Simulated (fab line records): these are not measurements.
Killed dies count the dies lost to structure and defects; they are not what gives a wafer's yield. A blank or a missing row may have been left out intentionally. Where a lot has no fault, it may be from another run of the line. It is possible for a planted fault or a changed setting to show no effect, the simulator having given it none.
Matching of chambers :: flow n5Finfet :: rieDiel-03 running N5_BEOL_M11_STRIP_19: 4 sister chambers
The step strips in O2. 7 wafers are shown with their chamber, then 8 later ones without.

WAFERS PAIRED WITH THEIR CHAMBERS
wafer: L081.6
chamber: 1
showerheadPlenumPTorr (Torr): 2.00
oesProductAu (a.u.): 0.68

wafer: L084.1
chamber: 2
showerheadPlenumPTorr (Torr): 2.24
oesProductAu (a.u.): 0.87

wafer: L084.4
chamber: 0
showerheadPlenumPTorr (Torr): 2.05
oesProductAu (a.u.): 0.68

wafer: L086.2
chamber: 1
showerheadPlenumPTorr (Torr): 1.99
oesProductAu (a.u.): 0.68

wafer: L086.3
chamber: 0
showerheadPlenumPTorr (Torr): 2.05
oesProductAu (a.u.): 0.68

wafer: L086.4
chamber: 3
showerheadPlenumPTorr (Torr): 2.06
oesProductAu (a.u.): 0.73

wafer: L087.4
chamber: 3
showerheadPlenumPTorr (Torr): 2.06
oesProductAu (a.u.): 0.71

WAFERS WHOSE CHAMBER IS MISSING
wafer: L087.5
showerheadPlenumPTorr (Torr): 2.24
oesProductAu (a.u.): 0.85

wafer: L087.6
showerheadPlenumPTorr (Torr): 2.06
oesProductAu (a.u.): 0.72

wafer: L093.1
showerheadPlenumPTorr (Torr): 2.24
oesProductAu (a.u.): 0.84

wafer: L093.3
showerheadPlenumPTorr (Torr): 2.04
oesProductAu (a.u.): 0.67

wafer: L093.4
showerheadPlenumPTorr (Torr): 2.06
oesProductAu (a.u.): 0.71

wafer: L096.1
showerheadPlenumPTorr (Torr): 2.23
oesProductAu (a.u.): 0.81

wafer: L096.2
showerheadPlenumPTorr (Torr): 2.06
oesProductAu (a.u.): 0.69

wafer: L096.3
showerheadPlenumPTorr (Torr): 2.04
oesProductAu (a.u.): 0.97

EACH ONE'S CHAMBER
wafer: L087.5
from the rows above: 2
in truth: 2

wafer: L087.6
from the rows above: 3
in truth: 3

wafer: L093.1
from the rows above: 2
in truth: 2

wafer: L093.3
from the rows above: 0
in truth: 0

wafer: L093.4
from the rows above: 3
in truth: 3

wafer: L096.1
from the rows above: 2
in truth: 2

wafer: L096.2
from the rows above: can't be placed: 0 or 3
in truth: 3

wafer: L096.3
from the rows above: 3
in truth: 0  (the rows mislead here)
Correct placement for 6 of the 8. Can't be placed from these rows: 1 (the true chamber is among the candidates in 1). Number placed wrongly: 1.
How it was worked out, from the rows above alone: a wafer's distance from a chamber is the root of the sum, over the readings, of the square of ((its reading less the chamber's mean) divided by the reading's scatter). If the next closest chamber is less than 2 further off than the closest, the wafer can't be placed; otherwise it belongs to the closest. For every chamber, the mean is computed from those of its wafers that are shown. The scatter: the root of (the sum of the squares of (reading less its chamber's mean) over the shown wafers, divided by (wafers less chambers)).
